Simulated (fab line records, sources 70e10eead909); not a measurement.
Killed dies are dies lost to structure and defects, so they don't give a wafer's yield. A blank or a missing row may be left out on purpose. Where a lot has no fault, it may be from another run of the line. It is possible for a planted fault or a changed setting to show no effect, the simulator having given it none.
Code-filled problem report in 8D (eight disciplines) form -- flow nand_harc -- the parts of the form that need people (team, actions taken, sign-off) are left out

== 1. WHAT IS WRONG ==
A mean of 67 is read at NHARC_END_SORT_01 for killed_at_array, taken on 1 wafer of 1 lot, against 26 (standard deviation 9.6) on wafers free of any fault. That puts it +4.3 standard deviations away from the usual mean.
Earliest sighting: wafer L678.1 on prober-01 at day 22 18:03. The record holds 3 wafers of 1 lot with a number at this step. The rule behind "out" and "out of limits": a value lying over 4 standard deviations away from the usual mean. The other wafers with a number count as sound.

== 2. WHAT THIS IS AND IS NOT ==
question,is,is not
which readings at this step,killed_at_array,"killed_at_other, killed_at_periphery, killed_open, killed_short"
which lots,L678,-
which wafers of those lots,L678.1,"L678.3, L678.5"
read on which gauges,prober-01,-
when,from day 22 18:03,up to then (0 sound wafers); but 2 sound wafers of L678 came after

== 3. THE SUSPECTS, EACH WITH WHAT RULES IT OUT ==
Counting: if a tool at a process step up to the reading ran every lot that is out, it stays a suspect. Sound lots after the first of them don't rule it out here, since some wafers of a struck lot are sound.
- the gauge at NHARC_END_SORT_01: kept. All the wafers that are out were read on prober-01, and no step on other tools shows them out.
- rie_diel-06 at NHARC_A_STAIRCASE_ETCH_19 (etches the open film in C4F8/O2, target depth 100 nm, time 40.5 s): kept. It ran the lot that is out, L678 (day 14 03:41).
- pecvd-03 at NHARC_THIN_TSV_DEP_47 (deposits SiO2, target thk 200 nm): kept. It ran the lot that is out, L678 (day 22 04:40).
- rie_metal-02 at NHARC_THIN_TSV_ETCH_59 (etches the open film in Cl2/BCl3, target depth 880 nm, time 138.1 s): kept. It ran the lot that is out, L678 (day 22 09:23).
- In rie_diel-06 at NHARC_A_STAIRCASE_ETCH_19, the wafers that are out were processed in chamber 3 and their sound lot-mates in chambers 1, 2.
Left after counting: rie_diel-06 at NHARC_A_STAIRCASE_ETCH_19, pecvd-03 at NHARC_THIN_TSV_DEP_47, rie_metal-02 at NHARC_THIN_TSV_ETCH_59, prober-01 at NHARC_END_SORT_01.

== 4. THE CAUSE (what the simulator had put in) ==
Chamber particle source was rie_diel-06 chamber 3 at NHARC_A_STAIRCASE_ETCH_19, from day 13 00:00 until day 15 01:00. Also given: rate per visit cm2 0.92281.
This tool is one of the 4 suspects left after counting.

== 5. THE CHAIN OF EFFECTS, in route order ==
One row per reading whose mean, taken over the struck wafers that have a number, lies over 3 standard deviations from the usual. Readings are gone through only where the record gives a usual standard deviation; hours: the median, over the lots, of the time from a lot's start at the first step in this table giving one to that lot's start at this step; sigmas: the change measured in usual standard deviations.
hours,step,reading,usual,on struck wafers,change,sigmas
0,NHARC_END_SORT_01,killed_at_array,26,67,+41,+4.3
0,NHARC_END_SORT_01,killed_dies,31,68,+37,+3.7

== 6. HOW IT WOULD HAVE BEEN CAUGHT EARLIER ==
234 hours passed between the start of the fault at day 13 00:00 and the first reading out of limits at a measuring or inspecting step in this record, taken at day 22 18:03.
Of the tool readings at NHARC_A_STAIRCASE_ETCH_19 for which the record gives a usual standard deviation, none was out on any struck wafer, so an alarm limit of 4 standard deviations on them would not have fired.
The start of NHARC_A_STAIRCASE_ETCH_19 on rie_diel-06 came by day 22 18:03 for every one of the lots that are out (1). Tool hold at that time: it would have spared none of them.
